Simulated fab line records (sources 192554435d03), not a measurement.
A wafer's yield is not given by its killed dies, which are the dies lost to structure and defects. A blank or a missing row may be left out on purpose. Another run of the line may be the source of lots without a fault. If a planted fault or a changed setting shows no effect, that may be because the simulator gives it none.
fab line records	flow n5Finfet
record lots=7	wafers=39
route steps=1938 shown WELL_APT@55 DUMMY_GATE@243 MOL_CONTACT_COAG@613
startH: start of the lot's first displayed wafer, in hours after the record's first day	waitH: hours from the lot's prior step to this one	" the same as in the row above	L1.1+2: a single row standing in for several wafers	- either no value or no given start	* or withheld: withheld	< > ~ a bound
route shown NAME@n: names a module that has steps shown in the file, with the first one's number in the route	usual: the fault-free wafers' mean and standard deviation	same: alike in all rows	chamber/n: place in a boat	sites: each site's reading	_std_site: standard deviation across them	_edge_site: inner sites' mean taken away from outer sites' mean	radiusMm: for every site, how far away it sits from the centre of the wafer	mask NAME#n: copy n	behind: the last tool/chamber to shape the wafer	hold: why the lot was held/for how many hours/how that ended	device: whichever transistor did not switch (one of n, p or np)	end of line: the same wafers' tests at the end of the route	step lacking rows: just its recipe	killed: at the first sort, the dies lost to defects and structure; wafer yield is something else	map: a wafer's dies, marking killed ones x, the rest . and places with no die _
set.NAME: the setting the step ran with; set.NAME@STEP: the setting that earlier step ran with	model.NAME: the simulator's own value behind a step, which no gauge read
lots whose settings were changed on purpose; a table a step, a row a wafer
## steps
# step N5_WELL_APT_EPI_41
# recipe material=Si	targetThkA=500	tempC=650	precursor=SiH4/H2	pressureTorr=20	timeS=297.7
lot.wafer	tool	chamber	startH	waitH	set.timeS	model.Si_of_WELL_APT_EPI_41.thkNm
L074.1	epiRpcvd-01	0	16.17	0.0	297.7	50.68
L074.2	"	0	"	"	297.7	49.62
L074.3	"	0	"	"	297.7	50.17
L074.4	"	0	"	"	304.6	51.47
L074.5	"	0	"	"	304.6	50.82
L074.6	"	0	"	"	304.6	52.32
L078.1	epiRpcvd-02	0	40.90	0.0	297.7	49.29
L078.2	"	0	"	"	297.7	49.44
L078.3	"	0	"	"	319	52.55
L078.4	"	0	"	"	297.7	49.21
L078.5	"	0	"	"	319	52.73
L078.6	"	0	"	"	319	53.05
L080.2	epiRpcvd-01	0	52.00	0.1	297.7	49.84
L080.5	"	0	"	"	297.7	49.96
L080.6	"	0	"	"	297.7	49.68
L086.1	epiRpcvd-01	0	88.55	0.0	297.7	50.87
L086.2	"	0	"	"	297.7	51.01
L086.3	"	0	"	"	297.7	51.09
L086.4	"	0	"	"	297.7	51.02
L086.5	"	0	"	"	297.7	50.74
L086.6	"	0	"	"	297.7	50.92
L087.1	epiRpcvd-02	0	94.96	0.0	297.7	50.03
L087.2	"	0	"	"	297.7	50.31
L087.3	"	0	"	"	297.7	49.92
L087.4	"	0	"	"	297.7	50.04
L087.5	"	0	"	"	297.7	49.73
L087.6	"	0	"	"	297.7	49.71
L088.1	epiRpcvd-04	0	100.54	0.0	277.2	47.42
L088.2	"	0	"	"	277.2	47.34
L088.3	"	0	"	"	277.2	46.71
L088.4	"	0	"	"	297.7	50.76
L088.5	"	0	"	"	297.7	50.89
L088.6	"	0	"	"	297.7	50.39
L093.1	epiRpcvd-01	0	130.70	0.0	297.7	49.68
L093.2	"	0	"	"	279.6	46.21
L093.3	"	0	"	"	279.6	46.14
L093.4	"	0	"	"	297.7	49.81
L093.5	"	0	"	"	279.6	46.48
L093.6	"	0	"	"	297.7	50.1
# step N5_DUMMY_GATE_ETCH_31
# recipe chemistry=C4F6/O2	target=SiO2	maskMaterial=SOC	targetDepthA=825	timeS=27.5	ionEnergyEv=250	pressureMtorr=30	sourceW=345	biasW=185	Ar_flow_sccm=300	C4F6_flow_sccm=10	O2_flow_sccm=10
lot.wafer	tool	chamber	startH	waitH	set.targetDepthA	model.etch.depthNm
L074.1	rieDiel-02	0	49.15	0.2	898.4	91.28
L074.2	"	1	"	"	825	80.52
L074.3	"	3	"	"	898.4	88.39
L074.4	"	2	"	"	825	85.01
L074.5	"	3	"	"	825	80.89
L074.6	"	0	"	"	898.4	91.92
L078.1	rieDiel-06	3	73.37	0.0	825	80.46
L078.2	"	2	"	"	825	79.78
L078.3	"	1	"	"	825	83.83
L078.4	"	3	"	"	825	80.27
L078.5	"	2	"	"	825	79.57
L078.6	"	1	"	"	825	84.04
L080.2	rieDiel-06	1	82.80	0.0	825	84.55
L080.5	"	3	"	"	825	81.66
L080.6	"	1	"	"	825	84.3
L086.1	rieDiel-02	1	120.74	0.0	825	83
L086.2	"	2	"	"	825	84.5
L086.3	"	3	"	"	918.7	93.51
L086.4	"	0	"	"	918.7	91.99
L086.5	"	3	"	"	918.7	93.78
L086.6	"	0	"	"	825	82.85
L087.1	rieDiel-06	3	128.34	0.0	825	80.27
L087.2	"	0	"	"	825	83.83
L087.3	"	1	"	"	927.5	92.88
L087.4	"	1	"	"	825	83
L087.5	"	0	"	"	927.5	92.84
L087.6	"	3	"	"	927.5	90.32
L088.1	rieDiel-02	2	135.27	0.0	778	79.57
L088.2	"	3	"	"	778	80.38
L088.3	"	1	"	"	825	84.12
L088.4	"	0	"	"	825	83.51
L088.5	"	3	"	"	825	84.78
L088.6	"	2	"	"	778	80.45
L093.1	rieDiel-06	1	163.92	0.0	825	84.13
L093.2	"	0	"	"	825	84.37
L093.3	"	3	"	"	825	82.05
L093.4	"	2	"	"	825	81.59
L093.5	"	0	"	"	825	84.5
L093.6	"	3	"	"	825	81.5
# step N5_MOL_CONTACT_COAG_ETCHBACK_136
# recipe chemistry=CHF3	target=SiO2	targetDepthA=250	timeS=16.7	ionEnergyEv=200	pressureMtorr=30	sourceW=610	biasW=170	Ar_flow_sccm=200	CHF3_flow_sccm=50
lot.wafer	tool	chamber	startH	waitH	set.targetDepthA
L074.1+2+3+4+5+6	rieDiel-01	2,3,3,2,2,3	103.00	0.0	250
L078.1+2+3	rieDiel-04	0,3,1	125.46	0.0	250
L078.4+5+6	"	0,1,3	"	"	227.4
L080.2+5+6	rieDiel-03	1,2,1	139.33	0.0	250
L086.1+2+3+4+5+6	rieDiel-01	3,2,1,0,0,1	182.56	0.0	250
L087.1+2+5	rieDiel-03	0,3,3	187.12	0.0	250
L087.3+4+6	"	2,2,0	"	"	237.1
L088.1+4+6	rieDiel-01	0,3,0	191.38	0.0	250
L088.2+3+5	"	2,1,3	"	"	227.2
L093.1+5+6	rieDiel-04	0,0,2	218.66	0.0	276.6
L093.2+3+4	"	2,1,1	"	"	250
# step N5_MOL_CONTACT_COAG_STRIP_120
# recipe chemistry=CHF3	resist=SiARC	rfFrequencyHz=6e+07
# step N5_MOL_CONTACT_COAG_VIA_ETCH_117
# recipe chemistry=C4F6/O2	targetDepthA=400	overetchA=80	maskMaterial=SOC	target=SiO2	biasW=455	pressureMtorr=10	timeS=26	sourceW=325	Ar_flow_sccm=300	C4F6_flow_sccm=10	O2_flow_sccm=10	ionEnergyEv=575.3	ends=endPoint
lot.wafer	tool	chamber	startH	waitH	set.targetDepthA@MOL_CONTACT_COAG_ETCHBACK_136	model.etch.depthNm	model.MOL_CONTACT_COAG.featureDepthNm
L074.1	rieDiel-01	2	103.05	0.0	250	39.82	39.8
L074.2	"	3	"	"	250	39.39	39.4
L074.3	"	3	"	"	250	39.47	39.4
L074.4	"	2	"	"	250	40.19	40.2
L074.5	"	2	"	"	250	40.01	40
L074.6	"	3	"	"	250	39.3	39.2
L078.1	rieDiel-04	0	125.49	0.0	250	40.61	40.6
L078.2	"	3	"	"	250	40.51	40.6
L078.3	"	1	"	"	250	41.39	41.4
L078.4	"	0	"	"	227.4	42.79	42.8
L078.5	"	1	"	"	227.4	43.47	43.4
L078.6	"	3	"	"	227.4	42.8	42.8
L080.2+5	rieDiel-03	1,2	139.37	0.0	250	40.45	40.4
L080.6	"	1	"	"	250	40.64	40.6
L086.1	rieDiel-01	3	182.59	0.0	250	39.38	39.4
L086.2	"	2	"	"	250	40.25	40.2
L086.3	"	1	"	"	250	39.49	39.4
L086.4	"	0	"	"	250	40.72	40.8
L086.5	"	0	"	"	250	40.77	40.8
L086.6	"	1	"	"	250	39.71	39.8
L087.1	rieDiel-03	0	187.15	0.0	250	40.7	40.8
L087.2	"	3	"	"	250	40.53	40.6
L087.3	"	2	"	"	237.1	41.23	41.2
L087.4	"	2	"	"	237.1	41.51	41.6
L087.5	"	3	"	"	250	40.4	40.4
L087.6	"	0	"	"	237.1	41.8	41.8
L088.1	rieDiel-01	0	191.41	0.0	250	41.01	41
L088.2	"	2	"	"	227.2	42.61	42.6
L088.3	"	1	"	"	227.2	42.18	42.2
L088.4	"	3	"	"	250	39.73	39.8
L088.5	"	3	"	"	227.2	41.81	41.8
L088.6	"	0	"	"	250	40.9	41
L093.1	rieDiel-04	0	218.69	0.0	276.6	38.3	38.2
L093.2	"	2	"	"	250	40.5	40.4
L093.3	"	1	"	"	250	40.23	40.2
L093.4	"	1	"	"	250	40.1	40.2
L093.5	"	0	"	"	276.6	37.81	37.8
L093.6	"	2	"	"	276.6	37.9	38
## key
split step=N5_WELL_APT_EPI_41	setting=timeS	stated=297.7	by=wafer
response step=N5_WELL_APT_EPI_41	reading=model.Si_of_WELL_APT_EPI_41.thkNm	change=+0.525	per=1%	r=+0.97
split step=N5_DUMMY_GATE_ETCH_31	setting=targetDepthA	stated=825	by=wafer
response step=N5_DUMMY_GATE_ETCH_31	reading=model.etch.depthNm	change=+0.827	per=1%	r=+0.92
split step=N5_MOL_CONTACT_COAG_ETCHBACK_136	setting=targetDepthA	stated=250	by=wafer
response step=N5_MOL_CONTACT_COAG_VIA_ETCH_117	reading=model.etch.depthNm	change=-0.21	per=1%	r=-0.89
response step=N5_MOL_CONTACT_COAG_VIA_ETCH_117	reading=model.MOL_CONTACT_COAG.featureDepthNm	change=-0.206	per=1%	r=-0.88
